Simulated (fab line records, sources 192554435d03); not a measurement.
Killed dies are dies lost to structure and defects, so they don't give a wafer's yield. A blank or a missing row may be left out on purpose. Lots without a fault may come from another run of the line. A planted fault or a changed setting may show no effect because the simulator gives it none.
A struck lot beside a sound one | flow n5_finfet | 37 steps out of a route of 1938
Sound: wafers L952.1, L952.3, L952.5. Struck: wafer L939.4. (L939.1, L939.2 of the same lot were not struck and are left out.) The cause comes at the end.
At each step with rows: each side's tool, then ch and its chambers, then its first start. Under that, the readings that differ: sound wafers | struck wafers | difference of the means | sigmas: that difference in standard deviations of wafers without a fault.
alike: readings whose means differ by less than 2 such deviations, and words and numbers that are the same on both sides. not compared: withheld readings, readings that some wafer has no value for, bounds like >300 that may hide the same value, and numbers for which the record gives no deviation and whose values overlap.
The two part at a step that has a row with sigmas, a row that says differs or no value, or rows on one side only. Numbers that don't overlap but have no deviation are shown without sigmas and don't part them. A reading that every wafer of one side lacks parts them only if that side has two wafers or more.

first, 9 steps without rows for these wafers: N5_BEOL_M12_PRE_CLEAN_42 (time 30 s); N5_BEOL_M12_SPUTTER_43 (material TaN, target thk 15 nm, time 24.19 s); N5_BEOL_M12_SPUTTER_44 (material Ta, target thk 10 nm, time 16.13 s); N5_BEOL_M12_SPUTTER_45 (material Cu, target thk 80 nm, time 13.33 s); N5_BEOL_M12_ECD_47 (material Cu, target thk 720 nm); N5_BEOL_M12_ANNEAL_48 (time 90 s); N5_BEOL_M12_CMP_49 (polishes, stops on SiOC, t overpolish 20.6 s, target thk 320 nm); N5_BEOL_M12_PRE_CLEAN_52 (time 15 s); N5_BEOL_M12_DEP_53 (deposits SiCN from 3MS/NH3, target thk 30 nm, time 10.5 s).
N5_BEOL_M13_ILD_DEP_00: deposits SiOC from DEMS/O2, target thk 837.92 nm, time 166.4 s.
  sound on pecvd-02 ch 0,1,2, day 16 18:45; struck on pecvd-01 ch 1, day 13 18:30
  reading                                       | sound             | struck | difference | sigmas
  run_length_s (s)                              | 211.6 211.2 210.9 | 136.4  | -74.8      | -99 or more
  throttle_valve_pct (%)                        | 11.9 11.5 11.6    | 13.1   | +1.4       | +3
  model.SiOC_of_BEOL_M13_ILD_DEP_00.thk_nm (nm) | 826 831.8 855     | 482.6  | -355.0     |
  alike: heater_power_w, showerhead_plenum_p_Torr
N5_BEOL_M13_THK_MEAS_01:
  sound on film_metro-02, day 16 18:55; struck on film_metro-02, day 13 18:39
  reading          | sound       | struck | difference | sigmas
  M13_ILD_THK (nm) | 826 832 854 | 482    | -355       | -32
then, 10 steps without rows for these wafers: N5_BEOL_M13_COAT_58 (time 60 s, resist thk 89 nm); N5_BEOL_M13_COAT_04 (resist thk 400 nm); N5_BEOL_M13_EBR_06; N5_BEOL_M13_SOFTBAKE_05 (time 60 s); N5_BEOL_M13_EXPOSE_07 (exposes mask V12); N5_BEOL_M13_PEB_08 (peb time 90 s); N5_BEOL_M13_DEVELOP_09 (develop time 45 s); N5_BEOL_M13_HARDBAKE_14 (time 120 s); N5_BEOL_M13_DESCUM_15 (chemistry O2, time 7.9 s); N5_BEOL_M13_ETCH_59 (etches BARC in N2/H2, target depth 89 nm, overetch 26.7 nm, time 67.9 s).
N5_BEOL_M13_VIA_ETCH_16: etches SiOC in C4F8/O2/Ar, target depth 921.7 nm.
  sound on rie_diel-06 ch 1,3, day 16 19:44; struck on rie_diel-01 ch 0, day 13 19:14
  reading                                    | sound             | struck | difference | sigmas
  oes_product_au (a.u.)                      | 0.88 0.87 0.89    | 0.73   | -0.15      | -2
  model.etch.depth_nm (nm)                   | 826.1 831.7 854.9 | 482.6  | -355.0     |
  model.coat_of_BEOL_M13_COAT_04.thk_nm (nm) | 73 70.6 64.8      | 176    | +107       |
  alike: drypump_motor_current_A, rf_vpp_V, showerhead_plenum_p_Torr, throttle_valve_pct
N5_BEOL_M13_STRIP_63: strips in N2/H2.
  sound on plasma_asher-02 ch 0,1, day 16 19:58; struck on plasma_asher-01 ch 0, day 13 19:29
  reading                      | sound             | struck | difference | sigmas
  oes_product_au (a.u.)        | 0.680 0.669 0.675 | 0.721  | +0.046     | +10
  strip_time_to_endpoint_s (s) | 28.6 27.8 26.1    | 56.4   | +28.9      | +29
  alike: drypump_motor_current_A, heater_power_w
  not compared: rf_hours_counter_h
then, 12 steps without rows for these wafers: N5_BEOL_M13_STRIP_64 (strips in N2/H2); N5_BEOL_M13_STRIP_71 (strips in post etch residue remover, time 60 s); N5_BEOL_M13_SRD_72 (time 30 s, dry time 30 s); N5_BEOL_M13_COAT_65 (time 60 s, resist thk 350 nm); N5_BEOL_M13_COAT_66 (time 60 s, resist thk 110 nm); N5_BEOL_M13_COAT_22 (resist thk 300 nm); N5_BEOL_M13_EBR_24; N5_BEOL_M13_SOFTBAKE_23 (time 60 s); N5_BEOL_M13_EXPOSE_25 (exposes mask M13, target cd 210 nm); N5_BEOL_M13_PEB_26 (peb time 90 s); N5_BEOL_M13_DEVELOP_27 (develop time 45 s); N5_BEOL_M13_HARDBAKE_32 (time 120 s).
N5_BEOL_M13_CMP_49: polishes, stops on SiOC, t overpolish 17.1 s, target thk 420 nm.
  sound on cmp-03 ch 0,1, day 16 23:46; struck on cmp-03 ch 1, day 13 23:54
  reading                                       | sound           | struck | difference | sigmas
  model.SiOC_of_BEOL_M13_ILD_DEP_00.thk_nm (nm) | 767 773.2 795.4 | 424.4  | -354.1     |
  alike: motor_current_A
  not compared: pad_life_wafers
N5_PASSIVATION_PROBE_49:
  sound on prober-02, day 18 10:46; struck on prober-01, day 15 06:15
  reading            | sound    | struck | difference | sigmas
  killed_at_M0_to_M3 | 32 46 49 | 21     | -21        | -2
  alike: defect_limited_yield, killed_at_M4_up, killed_at_contacts, killed_at_front_end, killed_at_other, killed_dies, killed_open, killed_short, sort_bin_5_function, sort_bin_6_memory, sort_n_pass, sort_yield_pct

WHERE THEY PART
First at N5_BEOL_M13_ILD_DEP_00; last, within this record, at N5_PASSIVATION_PROBE_49.

WHY: what the simulator had put in
Process parameter drift: pecvd-01, from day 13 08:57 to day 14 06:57, at N5_BEOL_M13_ILD_DEP_00. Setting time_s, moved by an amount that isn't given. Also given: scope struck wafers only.
